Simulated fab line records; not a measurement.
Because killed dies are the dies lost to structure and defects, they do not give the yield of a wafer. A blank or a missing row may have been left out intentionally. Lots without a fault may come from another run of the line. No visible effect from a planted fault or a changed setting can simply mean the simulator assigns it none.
What tool caused it? / flow n5Finfet / 27 wafers from 9 lots sampled at 5 of the route's 1938 steps

## WHAT EACH GAUGE READ, for each wafer
N5_BEOL_M4_RC_MEAS_101. Usual: DIBL_N 36.7 mV/V, standard deviation 2.4; DIBL_P 37.4 mV/V, standard deviation 2.9; IOFF_N 0.18 nA/um, standard deviation 0.05; IOFF_P 0.23 nA/um, standard deviation 0.058; ION_N 683 uA/um, standard deviation 16; ION_P 467 uA/um, standard deviation 11; SS_N 71.7 mV/dec, standard deviation 0.77; SS_P 73.5 mV/dec, standard deviation 0.87; VT_N 249 mV, standard deviation 4.3; VT_P -250 mV, standard deviation 4.4.
lot=L930; measured=day 7 13:15; on=prober-01; DIBL_N (mV/V)=38.7 35.2 33.1; DIBL_P (mV/V)=41.7 37.8 33.2; IOFF_N (nA/um)=0.22 0.16 0.11; IOFF_P (nA/um)=0.29 0.22 0.14; ION_N (uA/um)=691 671 657; ION_P (uA/um)=467 461 456; SS_N (mV/dec)=72.6 71.3 71.1; SS_P (mV/dec)=75.5 73.5 72.6; VT_N (mV)=244 251 254; VT_P (mV)=-248 -251 -257; flag=
lot=L936; measured=day 9 09:02; on=prober-01; DIBL_N (mV/V)=36.1 37.2 36.5; DIBL_P (mV/V)=36.6 36.7 36.5; IOFF_N (nA/um)=0.17 0.17 0.17; IOFF_P (nA/um)=0.26 0.24 0.24; ION_N (uA/um)=687 664 688; ION_P (uA/um)=481 454 474; SS_N (mV/dec)=71.3 72.0 71.9; SS_P (mV/dec)=73.1 73.6 73.3; VT_N (mV)=246 249 249; VT_P (mV)=-246 -246 -248; flag=
lot=L938; measured=day 9 17:10; on=prober-01; DIBL_N (mV/V)=39.1 35.8 39.2; DIBL_P (mV/V)=37.9 35.5 39.8; IOFF_N (nA/um)=0.23 0.16 0.24; IOFF_P (nA/um)=0.31 0.25 0.35; ION_N (uA/um)=676 682 699; ION_P (uA/um)=473 475 477; SS_N (mV/dec)=73.1 71.4 71.8; SS_P (mV/dec)=73.8 73.0 74.4; VT_N (mV)=245 250 244; VT_P (mV)=-244 -248 -241; flag=
lot=L939; measured=day 10 00:06; on=prober-01; DIBL_N (mV/V)=38.4 38.5 37.4; DIBL_P (mV/V)=38.5 38.8 36.5; IOFF_N (nA/um)=0.19 0.21 0.18; IOFF_P (nA/um)=0.28 0.29 0.26; ION_N (uA/um)=692 703 680; ION_P (uA/um)=482 484 470; SS_N (mV/dec)=72.2 72.1 72.1; SS_P (mV/dec)=74.2 73.7 73.5; VT_N (mV)=249 245 245; VT_P (mV)=-246 -246 -246; flag=
lot=L940; measured=day 10 08:22; on=prober-01; DIBL_N (mV/V)=41.1 33.5 36.9; DIBL_P (mV/V)=42.0 33.5 37.0; IOFF_N (nA/um)=0.25 0.11 0.16; IOFF_P (nA/um)=0.24 0.13 0.17; ION_N (uA/um)=699 681 680; ION_P (uA/um)=458 466 450; SS_N (mV/dec)=73.2 70.7 72.0; SS_P (mV/dec)=74.5 72.6 73.5; VT_N (mV)=246 253 250; VT_P (mV)=-251 -259 -256; flag=
lot=L942; measured=day 10 19:13; on=prober-02; DIBL_N (mV/V)=34.1 34.8 35.5; DIBL_P (mV/V)=33.5 34.8 36.5; IOFF_N (nA/um)=0.12 0.13 0.16; IOFF_P (nA/um)=0.18 0.19 0.23; ION_N (uA/um)=677 684 711; ION_P (uA/um)=468 477 484; SS_N (mV/dec)=69.9 71.2 70.5; SS_P (mV/dec)=72.7 73.0 73.3; VT_N (mV)=252 252 246; VT_P (mV)=-252 -249 -246; flag=
lot=L943; measured=day 11 04:23; on=prober-01; DIBL_N (mV/V)=39.9 40.1 38.0; DIBL_P (mV/V)=40.6 41.1 40.3; IOFF_N (nA/um)=0.24 0.24 0.19; IOFF_P (nA/um)=0.30 0.30 0.28; ION_N (uA/um)=686 701 673; ION_P (uA/um)=472 468 465; SS_N (mV/dec)=72.7 73.2 71.8; SS_P (mV/dec)=74.0 74.5 74.7; VT_N (mV)=245 249 247; VT_P (mV)=-245 -246 -243; flag=
lot=L944; measured=day 11 11:25; on=prober-02; DIBL_N (mV/V)=40.2 36.4 40.9; DIBL_P (mV/V)=40.8 36.5 42.7; IOFF_N (nA/um)=0.23 0.16 0.29; IOFF_P (nA/um)=0.29 0.22 0.33; ION_N (uA/um)=690 691 711; ION_P (uA/um)=473 476 480; SS_N (mV/dec)=73.1 71.3 72.8; SS_P (mV/dec)=74.3 72.9 74.5; VT_N (mV)=243 247 238; VT_P (mV)=-246 -249 -242; flag=
lot=L947; measured=day 11 20:03; on=prober-02; DIBL_N (mV/V)=39.8 35.8 38.1; DIBL_P (mV/V)=37.7 35.0 37.2; IOFF_N (nA/um)=0.30 0.17 0.21; IOFF_P (nA/um)=0.22 0.18 0.21; ION_N (uA/um)=656 660 652; ION_P (uA/um)=450 453 449; SS_N (mV/dec)=76.1 72.4 73.6; SS_P (mV/dec)=74.1 72.8 73.4; VT_N (mV)=252 256 253; VT_P (mV)=-249 -253 -252; flag=OFF

## WHICH TOOL RAN EACH LOT (tool, then ch and the chambers of the sampled wafers, then the start)
lot=L930; N5_STI_FIN_REVEAL_RECESS_09=vaporEtch-02 ch 0,1, day 2 12:40; N5_SD_EPI_N_SD_RECESS_17=rieSi-05 ch 0,1,2, day 3 04:37; N5_BEOL_M4_ANNEAL_49=pvdSputter-01, day 7 09:41; N5_BEOL_M4_SPUTTER_79=pvdSputter-01, day 7 09:49
lot=L936; N5_STI_FIN_REVEAL_RECESS_09=vaporEtch-01 ch 0,1, day 4 00:14; N5_SD_EPI_N_SD_RECESS_17=rieSi-02 ch 0,1,2, day 4 17:58; N5_BEOL_M4_ANNEAL_49=pvdSputter-01, day 9 06:16; N5_BEOL_M4_SPUTTER_79=pvdSputter-01, day 9 06:24
lot=L938; N5_STI_FIN_REVEAL_RECESS_09=vaporEtch-02 ch 0,1, day 4 10:30; N5_SD_EPI_N_SD_RECESS_17=rieSi-01 ch 2,3, day 5 03:57; N5_BEOL_M4_ANNEAL_49=pvdSputter-01, day 9 14:01; N5_BEOL_M4_SPUTTER_79=pvdSputter-01, day 9 14:10
lot=L939; N5_STI_FIN_REVEAL_RECESS_09=vaporEtch-01 ch 0,1, day 4 16:56; N5_SD_EPI_N_SD_RECESS_17=rieSi-05 ch 0,1,2, day 5 07:32; N5_BEOL_M4_ANNEAL_49=pvdSputter-03, day 9 21:17; N5_BEOL_M4_SPUTTER_79=pvdSputter-03, day 9 21:26
lot=L940; N5_STI_FIN_REVEAL_RECESS_09=vaporEtch-02 ch 0,1, day 4 22:16; N5_SD_EPI_N_SD_RECESS_17=rieSi-05 ch 0,1,3, day 5 16:54; N5_BEOL_M4_ANNEAL_49=pvdSputter-01, day 10 05:23; N5_BEOL_M4_SPUTTER_79=pvdSputter-01, day 10 05:31
lot=L942; N5_STI_FIN_REVEAL_RECESS_09=vaporEtch-02 ch 0,1, day 5 12:32; N5_SD_EPI_N_SD_RECESS_17=rieSi-05 ch 2,3, day 6 04:01; N5_BEOL_M4_ANNEAL_49=pvdSputter-01, day 10 16:08; N5_BEOL_M4_SPUTTER_79=pvdSputter-01, day 10 16:17
lot=L943; N5_STI_FIN_REVEAL_RECESS_09=vaporEtch-02 ch 0,1, day 5 15:45; N5_SD_EPI_N_SD_RECESS_17=rieSi-05 ch 1,2,3, day 6 08:08; N5_BEOL_M4_ANNEAL_49=pvdSputter-02, day 11 01:35; N5_BEOL_M4_SPUTTER_79=pvdSputter-02, day 11 01:43
lot=L944; N5_STI_FIN_REVEAL_RECESS_09=vaporEtch-01 ch 0,1, day 6 01:41; N5_SD_EPI_N_SD_RECESS_17=rieSi-05 ch 0,2,3, day 6 16:11; N5_BEOL_M4_ANNEAL_49=pvdSputter-01, day 11 08:31; N5_BEOL_M4_SPUTTER_79=pvdSputter-01, day 11 08:40
lot=L947; N5_STI_FIN_REVEAL_RECESS_09=vaporEtch-02 ch 0,1, day 6 16:50; N5_SD_EPI_N_SD_RECESS_17=rieSi-05 ch 0,2,3, day 7 07:12; N5_BEOL_M4_ANNEAL_49=pvdSputter-01, day 11 17:07; N5_BEOL_M4_SPUTTER_79=pvdSputter-01, day 11 17:15
- N5_STI_FIN_REVEAL_RECESS_09: chemistry HF/NH3, target SiO2, afs cycles 11, target depth 42.5 nm, sublimation time 60 s.
- N5_SD_EPI_N_SD_RECESS_17: chemistry HBr/Cl2/O2, target depth 41 nm, time 23.7 s, bt time 3 s.
- N5_BEOL_M4_ANNEAL_49: time 240 s.
- N5_BEOL_M4_SPUTTER_79: material Cu, target thk 4.5 nm, time 8.29 s.

## WHAT THE TOOLS THEMSELVES READ (means of the sampled wafers that have a number; where no wafer has one, the mark that the record gives instead)
N5_STI_FIN_REVEAL_RECESS_09. Usual: drypumpMotorCurrentA 5.4 A, standard deviation 0.38.
lot=L930; tool=vaporEtch-02; drypumpMotorCurrentA (A)=5.1; flag=
lot=L936; tool=vaporEtch-01; drypumpMotorCurrentA (A)=5.6; flag=
lot=L938; tool=vaporEtch-02; drypumpMotorCurrentA (A)=5.0; flag=
lot=L939; tool=vaporEtch-01; drypumpMotorCurrentA (A)=5.7; flag=
lot=L940; tool=vaporEtch-02; drypumpMotorCurrentA (A)=5.0; flag=
lot=L942; tool=vaporEtch-02; drypumpMotorCurrentA (A)=5.1; flag=
lot=L943; tool=vaporEtch-02; drypumpMotorCurrentA (A)=5.1; flag=
lot=L944; tool=vaporEtch-01; drypumpMotorCurrentA (A)=5.7; flag=
lot=L947; tool=vaporEtch-02; drypumpMotorCurrentA (A)=5.0; flag=

N5_SD_EPI_N_SD_RECESS_17. Usual: chamberPressureMTorr 10.001 mTorr, standard deviation 0.0087; drypumpMotorCurrentA 5.8 A, standard deviation 0.52; oesProductAu 0.999 a.u., standard deviation 0.02; throttleValvePct 37.3 %, standard deviation 0.38.
lot=L930; tool=rieSi-05; chamberPressureMTorr (mTorr)=10.006; drypumpMotorCurrentA (A)=5.3; oesProductAu (a.u.)=1.002; throttleValvePct (%)=37.3; flag=
lot=L936; tool=rieSi-02; chamberPressureMTorr (mTorr)=10.002; drypumpMotorCurrentA (A)=6.2; oesProductAu (a.u.)=0.997; throttleValvePct (%)=37.2; flag=
lot=L938; tool=rieSi-01; chamberPressureMTorr (mTorr)=10.003; drypumpMotorCurrentA (A)=5.3; oesProductAu (a.u.)=1.022; throttleValvePct (%)=37.1; flag=
lot=L939; tool=rieSi-05; chamberPressureMTorr (mTorr)=10.011; drypumpMotorCurrentA (A)=5.3; oesProductAu (a.u.)=1.004; throttleValvePct (%)=37.3; flag=
lot=L940; tool=rieSi-05; chamberPressureMTorr (mTorr)=9.995; drypumpMotorCurrentA (A)=5.9; oesProductAu (a.u.)=1.002; throttleValvePct (%)=37.5; flag=
lot=L942; tool=rieSi-05; chamberPressureMTorr (mTorr)=9.997; drypumpMotorCurrentA (A)=5.4; oesProductAu (a.u.)=0.976; throttleValvePct (%)=37.6; flag=
lot=L943; tool=rieSi-05; chamberPressureMTorr (mTorr)=10.005; drypumpMotorCurrentA (A)=5.6; oesProductAu (a.u.)=0.987; throttleValvePct (%)=37.6; flag=
lot=L944; tool=rieSi-05; chamberPressureMTorr (mTorr)=9.995; drypumpMotorCurrentA (A)=5.7; oesProductAu (a.u.)=0.993; throttleValvePct (%)=37.6; flag=
lot=L947; tool=rieSi-05; chamberPressureMTorr (mTorr)=10.010; drypumpMotorCurrentA (A)=5.7; oesProductAu (a.u.)=0.990; throttleValvePct (%)=37.6; flag=

N5_BEOL_M4_ANNEAL_49. Usual: heaterPowerW 810 W, standard deviation 96; susceptor_temp_C_max 401.0, standard deviation 0.44.
lot=L930; tool=pvdSputter-01; heaterPowerW (W)=793; susceptor_temp_C_max=400.6; flag=
lot=L936; tool=pvdSputter-01; heaterPowerW (W)=826; susceptor_temp_C_max=401.0; flag=
lot=L938; tool=pvdSputter-01; heaterPowerW (W)=736; susceptor_temp_C_max=400.7; flag=
lot=L939; tool=pvdSputter-03; heaterPowerW (W)=761; susceptor_temp_C_max=400.7; flag=
lot=L940; tool=pvdSputter-01; heaterPowerW (W)=834; susceptor_temp_C_max=400.9; flag=
lot=L942; tool=pvdSputter-01; heaterPowerW (W)=796; susceptor_temp_C_max=400.9; flag=
lot=L943; tool=pvdSputter-02; heaterPowerW (W)=772; susceptor_temp_C_max=400.8; flag=
lot=L944; tool=pvdSputter-01; heaterPowerW (W)=851; susceptor_temp_C_max=401.2; flag=
lot=L947; tool=pvdSputter-01; heaterPowerW (W)=831; susceptor_temp_C_max=400.9; flag=

N5_BEOL_M4_SPUTTER_79. Usual: throttleValvePct 29.7 %, standard deviation 0.9.
lot=L930; tool=pvdSputter-01; throttleValvePct (%)=30.2; flag=
lot=L936; tool=pvdSputter-01; throttleValvePct (%)=29.5; flag=
lot=L938; tool=pvdSputter-01; throttleValvePct (%)=30.3; flag=
lot=L939; tool=pvdSputter-03; throttleValvePct (%)=30.2; flag=
lot=L940; tool=pvdSputter-01; throttleValvePct (%)=29.3; flag=
lot=L942; tool=pvdSputter-01; throttleValvePct (%)=30.2; flag=
lot=L943; tool=pvdSputter-02; throttleValvePct (%)=29.6; flag=
lot=L944; tool=pvdSputter-01; throttleValvePct (%)=30.5; flag=
lot=L947; tool=pvdSputter-01; throttleValvePct (%)=29.7; flag=

## THE ANSWER, worked out from the rows above alone
Rule: a lot counts as off when the mean over its wafers that have a number is more than 3 standard deviations away from the usual mean. A lot without any number at a reading at which 4 lots or more have one is off too. The other lots that the step has rows for count as sound. First the gauges in route order, then the tools' own readings, where a lot's mean is used as printed above. At the first step where some lot is off, the reading lying furthest off is the one used; lots without a number count as furthest.
Off: L947, seen at N5_BEOL_M4_RC_MEAS_101 (SS_N).
If a tool, at a process step before that reading, ran all the lots that are off and no sound lot after the first of them, it fits. Those tools and the gauges at N5_BEOL_M4_RC_MEAS_101 are tried in the same way. Can't be told from this: 4 tools fit, vaporEtch-02 at N5_STI_FIN_REVEAL_RECESS_09, rieSi-05 at N5_SD_EPI_N_SD_RECESS_17, pvdSputter-01 at N5_BEOL_M4_ANNEAL_49 and N5_BEOL_M4_SPUTTER_79, prober-02 at N5_BEOL_M4_RC_MEAS_101.

## WHAT HAD BEEN PUT IN BY THE SIMULATOR
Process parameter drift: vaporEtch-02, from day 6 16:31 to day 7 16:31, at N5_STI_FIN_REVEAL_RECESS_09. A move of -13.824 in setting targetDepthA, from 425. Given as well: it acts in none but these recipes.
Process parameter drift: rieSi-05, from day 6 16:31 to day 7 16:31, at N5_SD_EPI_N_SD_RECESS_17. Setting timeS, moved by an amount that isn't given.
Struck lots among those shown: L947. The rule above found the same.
